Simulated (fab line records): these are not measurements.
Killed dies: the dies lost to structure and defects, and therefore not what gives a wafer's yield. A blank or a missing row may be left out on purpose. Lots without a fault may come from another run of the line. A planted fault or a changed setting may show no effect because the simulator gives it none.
Comparing a struck lot with a sound one	flow nand-harc	16 steps out of a route of 1302
Sound: wafers L347.1, L347.2, L347.4. Struck: wafers L355.3, L355.5 (left out: L355.4, a lot-mate that was not struck); the cause follows at the end.
Order at every step that has rows: each side's tool, ch and its chambers, its first start. Under that, the readings that differ: sound wafers	struck wafers	difference of the means	sigmas: that difference in standard deviations of wafers without a fault.
alike: readings with means less than 2 such deviations apart, plus words and numbers identical on both sides. not compared: withheld readings, readings lacking a value on some wafer, bounds such as >300 that could conceal the same value, and numbers that have no deviation in the record and whose values overlap.
Wherever a step has rows on one side only, a row that says differs or no value, or a row with sigmas, the two part there. Numbers that don't overlap but have no deviation are shown without sigmas and don't part them. A reading that every wafer of one side lacks parts them only if that side has two wafers or more.

NHARC_A_M1_INSPECT_11:
  sound on defect-inspect-01, day 22 07:22; struck on defect-inspect-01, day 26 02:16
  alike: raw-defect-count
then, 1 step without rows for these wafers: NHARC_A_M1_DESCUM_14 (chemistry O2, time 3 s).
NHARC_A_M1_ETCH_35: etches the open film in N2/H2, target depth 40 nm, overetch 12 nm, time 43.94 s.
  sound on rie-diel-11 ch 0,1,2, day 22 07:31; struck on rie-diel-06 ch 3, day 26 02:25
  alike: drypump-motor-current-A, oes-product-au, rf-vpp-V, showerhead-plenum-p-Torr, throttle-valve-pct
  not compared: rf-hours-counter-h
then, 1 step without rows for these wafers: NHARC_A_M1_ETCH_15 (etches the open film in C4F8/Ar, target depth 182.5 nm, time 91.2 s).
NHARC_A_M1_CD_MEAS_16:
  sound on cd-sem-02, day 22 07:44; struck on cd-sem-01, day 26 02:38
  alike: cd-nm
then, 1 step without rows for these wafers: NHARC_A_M1_STRIP_18 (strips in N2/H2).
NHARC_A_M1_ETCH_28: etches the open film in CF4/N2, target depth 30 nm, time 72.99 s.
  sound on rie-diel-11 ch 1,2,3; struck on rie-diel-11 ch 0,3
  alike: drypump-motor-current-A, oes-product-au, rf-vpp-V, showerhead-plenum-p-Torr, throttle-valve-pct
  not compared: rf-hours-counter-h
then, 1 step without rows for these wafers: NHARC_A_M1_STRIP_19 (strips in post etch residue remover, time 600 s).
NHARC_A_M1_DEGAS_29: time 60 s.
  sound on pvd-sputter-03, day 22 08:27; struck on pvd-sputter-02, day 26 03:21
  alike: heater-power-w
NHARC_A_M1_PRE_CLEAN_30: time 30 s.
  sound on pvd-sputter-03; struck on pvd-sputter-02
  alike: heater-power-w
then, 2 steps without rows for these wafers: NHARC_A_M1_PVD_20 (deposits TaN, target thk 5 nm, time 8.06 s); NHARC_A_M1_PVD_21 (deposits Cu, target thk 30 nm, time 20.49 s).
NHARC_A_M1_ECD_22: material Cu, target thk 400 nm.
  sound on ecd-cu-01 ch 0,1, day 22 08:48; struck on ecd-cu-01 ch 0,1, day 26 03:49
NHARC_A_M1_ANNEAL_31: time 90 s.
  sound on rtp-anneal-02 ch 0, day 22 09:11; struck on rtp-anneal-02 ch 0, day 26 04:11
  alike: wafer_temp_C_max
NHARC_A_M1_CMP_23: polishes, t overpolish 20 s, target thk 154.34 nm.
  sound on cmp-01 ch 0,1,3, day 22 09:32; struck on cmp-01 ch 2, day 26 04:28
reading	sound	struck	difference	sigmas
time-to-endpoint-s (s)	28.1 29.0 31.2	13.7 14.6	-15.3	-7
  alike: motor-current-A, slurry-flow-ml-min
NHARC_A_M1_THK_MEAS_24: measures by xrf.
  sound on film-metro-02, day 22 09:51; struck on film-metro-01, day 26 04:44
  alike: thk-nm

## WHERE THEY PART
Within this record, at NHARC_A_M1_CMP_23 only. Later steps at which nothing parts them and some readings are alike: NHARC_A_M1_THK_MEAS_24.

WHY: the cause the simulator had injected
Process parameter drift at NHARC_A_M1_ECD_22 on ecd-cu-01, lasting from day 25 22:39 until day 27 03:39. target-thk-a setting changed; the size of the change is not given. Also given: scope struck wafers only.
